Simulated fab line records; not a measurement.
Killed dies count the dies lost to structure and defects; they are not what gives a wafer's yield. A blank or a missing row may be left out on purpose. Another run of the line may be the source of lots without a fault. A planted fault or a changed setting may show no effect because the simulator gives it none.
Comparing a struck lot with a sound one	flow n5_finfet	15 out of 1938 route steps
Sound: these wafers, L679.2, L679.3, L679.4. Struck: wafer L668.4 (L668.3, L668.6, from the same lot, were not struck and are left out); the cause is given at the end.
For every step that has rows: the tool of each side, followed by ch and its chambers, followed by its first start. Under that, the readings that differ: sound wafers	struck wafers	difference of the means	sigmas: that difference in standard deviations of wafers without a fault.
alike: readings whose means differ by less than 2 such deviations, and words and numbers that are the same on both sides. not compared: withheld readings, readings that some wafer has no value for, bounds like >300 that may hide the same value, and numbers for which the record gives no deviation and whose values overlap.
Wherever a step has rows on one side only, a row that says differs or no value, or a row with sigmas, the two part there. Non-overlapping numbers with no deviation appear without sigmas and do not part them. A reading missing from all wafers of one side parts the sides only when that side holds two or more wafers.

first, 2 steps without rows for these wafers: N5_PASSIVATION_DEVELOP_29 (develop time 60 s); N5_PASSIVATION_HARDBAKE_31 (time 120 s).
N5_PASSIVATION_CD_MEAS_30: the cd target is 4000 nm.
  sound on cd_sem-02 ch 0, day 15 12:50; struck on cd_sem-03 ch 0, day 12 12:04
reading	sound	struck	difference	sigmas
cd_nm (nm)	3999.3 3999.1 3999.4	4004.2	+4.9	+3
N5_PASSIVATION_OVL_MEAS_63:
  sound on overlay-02 ch 0, day 15 12:52; struck on overlay-01 ch 0, day 12 12:06
  alike: PAD_OVL
N5_PASSIVATION_INSPECT_64: inspects for defects (macro).
  sound on defect_inspect-01, day 15 12:53; struck on defect_inspect-02, day 12 12:08
  alike: raw_defect_count
N5_PASSIVATION_DESCUM_32: chemistry O2, time 7.9 s.
  sound on rie_diel-01 ch 0,1,3, day 15 12:57; struck on rie_diel-02 ch 2, day 12 12:25
reading	sound	struck	difference	sigmas
rf_hours_counter_h (h)	108 96 66	50	-40	
throttle_valve_pct (%)	20.20 20.23 19.91	20.67	+0.56	+2
  alike: bias_power_w, drypump_motor_current_A, oes_product_au, rf_vpp_V, showerhead_plenum_p_Torr
N5_PASSIVATION_AL_ETCH_33: etches Al in Cl2/BCl3, stops on TaN, target depth 2800 nm, time 466.7 s.
  sound on rie_metal-02 ch 0, day 15 13:10; struck on rie_metal-01 ch 1, day 12 12:47
reading	sound	struck	difference	sigmas
drypump_motor_current_A (A)	4.8 4.8 4.8	6.2	+1.4	+3
throttle_valve_pct (%)	33.8 33.8 33.8	34.6	+0.8	+2
  alike: oes_product_au
  not compared: rf_hours_counter_h
N5_PASSIVATION_ETCH_59: etches TaN in Cl2/BCl3, target depth 65 nm, time 34.9 s.
  sound on rie_metal-02 ch 0, day 15 13:52; struck on rie_metal-01 ch 1, day 12 13:23
reading	sound	struck	difference	sigmas
drypump_motor_current_A (A)	4.8 4.8 4.8	6.2	+1.4	+3
throttle_valve_pct (%)	20.68 20.68 20.68	21.39	+0.71	+3
  alike: oes_product_au
  not compared: rf_hours_counter_h
N5_PASSIVATION_STRIP_34: strips in O2.
  sound on rie_diel-02 ch 0,1,2, day 15 14:03; struck on rie_diel-02 ch 0, day 12 13:32
  alike: drypump_motor_current_A, oes_product_au, rf_vpp_V, showerhead_plenum_p_Torr, throttle_valve_pct
  not compared: rf_hours_counter_h
then, 3 steps without rows for these wafers: N5_PASSIVATION_STRIP_51 (strips in post etch residue remover, time 1200 s); N5_PASSIVATION_CLEAN_69 (cleans in IPA, time 180 s); N5_PASSIVATION_SRD_70 (time 30 s).
N5_PASSIVATION_PECVD_53: deposits SiO2 from TEOS/O2, target thk 800 nm, time 169.4 s.
  sound on pecvd-02 ch 0,2, day 15 14:33; struck on pecvd-04 ch 1, day 12 14:02
reading	sound	struck	difference	sigmas
run_length_s (s)	197.1 195.9 196.5	155.8	-40.7	-56
model.SiO2_of_PASSIVATION_PECVD_53.thk_nm (nm)	812.4 795.4 818.4	611.6	-197.1	
N5_PASSIVATION_PECVD_35: deposits SiNx from SiH4/NH3/N2, target thk 700 nm, time 151.3 s.
  sound on pecvd-02 ch 0,2, day 15 14:40; struck on pecvd-04 ch 1, day 12 14:08
  alike: heater_power_w, run_length_s, showerhead_plenum_p_Torr, throttle_valve_pct
N5_PASSIVATION_PROBE_49:
  the record has rows for the struck wafers here (prober-02, day 12 17:52) and none for the sound ones

== WHERE THEY PART ==
Last at N5_PASSIVATION_PROBE_49 as far as this record goes, first at N5_PASSIVATION_CD_MEAS_30.

WHY: the cause the simulator had injected
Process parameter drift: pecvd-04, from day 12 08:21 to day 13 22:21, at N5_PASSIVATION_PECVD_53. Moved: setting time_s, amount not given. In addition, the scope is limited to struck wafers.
